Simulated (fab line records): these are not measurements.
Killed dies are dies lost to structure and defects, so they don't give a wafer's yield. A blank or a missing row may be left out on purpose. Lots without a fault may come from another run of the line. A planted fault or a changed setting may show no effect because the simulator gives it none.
Which of the tools did it? + flow nand harc + 40 wafers from 14 lots sampled at 5 of the route's 1159 steps

WHAT THE GAUGES SHOWED, per wafer
NHARC_A_ONON_D1_THK_MEAS_18: measures by ellipsometry.
| lot  | measured     | on            | thk nm (nm)    |
|------|--------------|---------------|----------------|
| L856 | day 8 08:44  | film metro-01 | 991 989 990    |
| L857 | day 8 08:45  | film metro-02 | 1008 1010 1010 |
| L859 | day 8 23:44  | film metro-02 | 991 991 991    |
| L858 | day 8 23:46  | film metro-01 | 998 998 998    |
| L860 | day 9 07:03  | film metro-02 | 1015 1014 1013 |
| L861 | day 9 18:46  | film metro-02 | 1016 1017 1014 |
| L867 | day 11 05:40 | film metro-01 | 1021 1022      |
| L866 | day 11 10:43 | film metro-02 | 1004 1006      |
| L873 | day 12 05:54 | film metro-02 | 1006 1007 1006 |
| L874 | day 12 11:54 | film metro-02 | 991 992 991    |
| L875 | day 12 11:55 | film metro-01 | 998 999 995    |
| L876 | day 13 04:58 | film metro-01 | 1001 999 1001  |
| L877 | day 13 04:59 | film metro-02 | 995 991 992    |
| L878 | day 13 23:10 | film metro-02 | 1000 999 998   |

NHARC_A_ONON_D1_THK_MEAS_30: measures by ellipsometry.
| lot  | measured     | on            | thk nm (nm)    |
|------|--------------|---------------|----------------|
| L856 | day 8 11:03  | film metro-02 | 1007 1008 1008 |
| L857 | day 8 11:01  | film metro-01 | 999 999 998    |
| L859 | day 9 02:01  | film metro-02 | 989 989 989    |
| L858 | day 9 02:02  | film metro-01 | 987 987 985    |
| L860 | day 9 09:19  | film metro-01 | 995 993 993    |
| L861 | day 9 21:05  | film metro-02 | 1009 1012 1009 |
| L867 | day 11 07:56 | film metro-02 | 989 1537       |
| L866 | day 11 13:00 | film metro-01 | 1544 996       |
| L873 | day 12 08:12 | film metro-01 | 994 994 995    |
| L874 | day 12 14:10 | film metro-02 | 1023 1022 1020 |
| L875 | day 12 14:13 | film metro-01 | 1003 1001 1002 |
| L876 | day 13 07:14 | film metro-01 | 987 985 985    |
| L877 | day 13 07:16 | film metro-02 | 993 994 994    |
| L878 | day 14 01:29 | film metro-02 | 998 998 998    |

NHARC_END_SORT_01.
| lot  | measured     | on        | killed at array | killed at other | killed at periphery | killed dies | killed open | killed short |
|------|--------------|-----------|-----------------|-----------------|---------------------|-------------|-------------|--------------|
| L867 | day 22 11:11 | prober-01 | 26 669          | 1 1             | 2 7                 | 29 677      | 1 3         | 1 3          |
| L866 | day 22 16:44 | prober-02 | 673 34          | 2 1             | 2 2                 | 677 37      | 4 2         | 5 1          |

TOOL THAT RAN EACH LOT (tool first, then ch and the chambers of the sampled wafers, then the start)
| lot  | NHARC_A_ONON_D1_DEP_28           | NHARC_A_CHANNEL_HOLE_D1_ETCH_34           |
|------|----------------------------------|-------------------------------------------|
| L856 | pecvd onon-01 ch 0, day 8 10:32  | rie diel-03 ch 0,1,2, no start            |
| L857 | pecvd onon-02 ch 0, day 8 10:34  | rie diel-09 ch 1,2,3, no start            |
| L859 | pecvd onon-02 ch 0, day 9 01:30  | rie diel-09 ch 0,3, no start              |
| L858 | pecvd onon-01 ch 0, day 9 01:32  | rie diel-12 ch 1,2,3, no start            |
| L860 | pecvd onon-03 ch 0, day 9 08:49  | rie diel-03 ch 0,1,2, no start            |
| L861 | pecvd onon-02 ch 0, day 9 20:41  | rie diel-12 ch 0,1,2, no start            |
| L867 | pecvd onon-02 ch 0, day 11 07:25 | rie diel-03 ch 0, day 22 11:11 or earlier |
| L866 | pecvd onon-02 ch 0, day 11 12:43 | rie diel-12 ch 0, day 22 16:44 or earlier |
| L873 | pecvd onon-03 ch 0, day 12 07:41 | rie diel-03 ch 0,2,3, no start            |
| L874 | pecvd onon-03 ch 0, day 12 13:43 | rie diel-09 ch 0,1,2, no start            |
| L875 | pecvd onon-01 ch 0, day 12 13:42 | rie diel-12 ch 0,2, no start              |
| L876 | pecvd onon-03 ch 0, day 13 06:51 | rie diel-12 ch 2,3, no start              |
| L877 | pecvd onon-01 ch 0, day 13 06:45 | rie diel-09 ch 1,2,3, no start            |
| L878 | pecvd onon-02 ch 0, day 14 01:01 | rie diel-09 ch 0,1,2, no start            |
- NHARC_A_ONON_D1_DEP_28: target thk 1000 nm.
- NHARC_A_CHANNEL_HOLE_D1_ETCH_34: etches the open film in CF4/CHF3, target depth 154 nm, time 77 s.

AS READ BY THE TOOLS THEMSELVES (means over the sampled wafers that have a number; for cases with no such wafer, the mark the record gives instead)
NHARC_A_ONON_D1_DEP_28.
| lot  | tool          | nh3 flow sccm (sccm) |
|------|---------------|----------------------|
| L856 | pecvd onon-01 | 501.1                |
| L857 | pecvd onon-02 | 499.3                |
| L859 | pecvd onon-02 | 500.6                |
| L858 | pecvd onon-01 | 498.1                |
| L860 | pecvd onon-03 | 501.3                |
| L861 | pecvd onon-02 | 501.5                |
| L867 | pecvd onon-02 | 500.0                |
| L866 | pecvd onon-02 | 499.0                |
| L873 | pecvd onon-03 | 500.8                |
| L874 | pecvd onon-03 | 498.7                |
| L875 | pecvd onon-01 | 500.4                |
| L876 | pecvd onon-03 | 500.8                |
| L877 | pecvd onon-01 | 500.2                |
| L878 | pecvd onon-02 | 498.8                |

NHARC_A_CHANNEL_HOLE_D1_ETCH_34.
| lot  | tool        | drypump motor current A (A) | oes product au (a.u.) | rf vpp V (V) | showerhead plenum p Torr (Torr) | throttle valve pct (%) |
|------|-------------|-----------------------------|-----------------------|--------------|---------------------------------|------------------------|
| L856 | rie diel-03 | 5.7                         | 0.920                 | 371.8        | 1.61                            | 16.801                 |
| L857 | rie diel-09 | 5.5                         | 0.914                 | 372.4        | 1.63                            | 16.800                 |
| L859 | rie diel-09 | 5.3                         | 0.970                 | 373.1        | 1.65                            | 16.799                 |
| L858 | rie diel-12 | 5.7                         | 0.980                 | 372.0        | 1.60                            | 16.803                 |
| L860 | rie diel-03 | 5.7                         | 0.972                 | 372.2        | 1.61                            | 16.807                 |
| L861 | rie diel-12 | 5.5                         | 0.985                 | 371.8        | 1.60                            | 16.797                 |
| L867 | rie diel-03 | 5.7                         | 0.982                 | 373.9        | 1.67                            | 16.788                 |
| L866 | rie diel-12 | 5.5                         | 0.947                 | 372.5        | 1.66                            | 16.803                 |
| L873 | rie diel-03 | 5.8                         | 0.964                 | 370.1        | 1.55                            | 16.804                 |
| L874 | rie diel-09 | 5.4                         | 0.968                 | 371.9        | 1.61                            | 16.796                 |
| L875 | rie diel-12 | 5.6                         | 0.924                 | 373.6        | 1.66                            | 16.799                 |
| L876 | rie diel-12 | 6.1                         | 0.927                 | 374.2        | 1.67                            | 16.807                 |
| L877 | rie diel-09 | 5.5                         | 0.964                 | 372.2        | 1.63                            | 16.808                 |
| L878 | rie diel-09 | 5.4                         | 0.952                 | 371.1        | 1.61                            | 16.798                 |

THE ANSWER, worked out from the rows above alone
Rule: the usual values come from the lots themselves. Put in order of their means at a reading, lots are off if they are a third of the lots or fewer, leave a main group of 4 or more, and stand apart from it by a gap of 3 or more times the standard deviation of the main group's means; of several such gaps the widest counts. Not used: any main group whose means are identical at the precision the tables above print for the reading. A lot without any number at a reading at which 4 lots or more have one is off too. All remaining lots with rows at the step are treated as sound. Order of review: gauges by route order, followed by the tools' own readings, for which a lot's mean as printed above is used. At the first step where some lot is off, the reading lying furthest off is the one used; lots without a number count as furthest.
Off at NHARC_A_ONON_D1_THK_MEAS_30 (thk nm): L867, L866. The main group: mean 998 nm, standard deviation 10.
If a tool, at a process step before that reading, ran all the lots that are off and no sound lot after the first of them, it fits. The gauges at NHARC_A_ONON_D1_THK_MEAS_30 are tried like those tools. Of those tried, none fits.

WHAT THE SIMULATOR PUT IN
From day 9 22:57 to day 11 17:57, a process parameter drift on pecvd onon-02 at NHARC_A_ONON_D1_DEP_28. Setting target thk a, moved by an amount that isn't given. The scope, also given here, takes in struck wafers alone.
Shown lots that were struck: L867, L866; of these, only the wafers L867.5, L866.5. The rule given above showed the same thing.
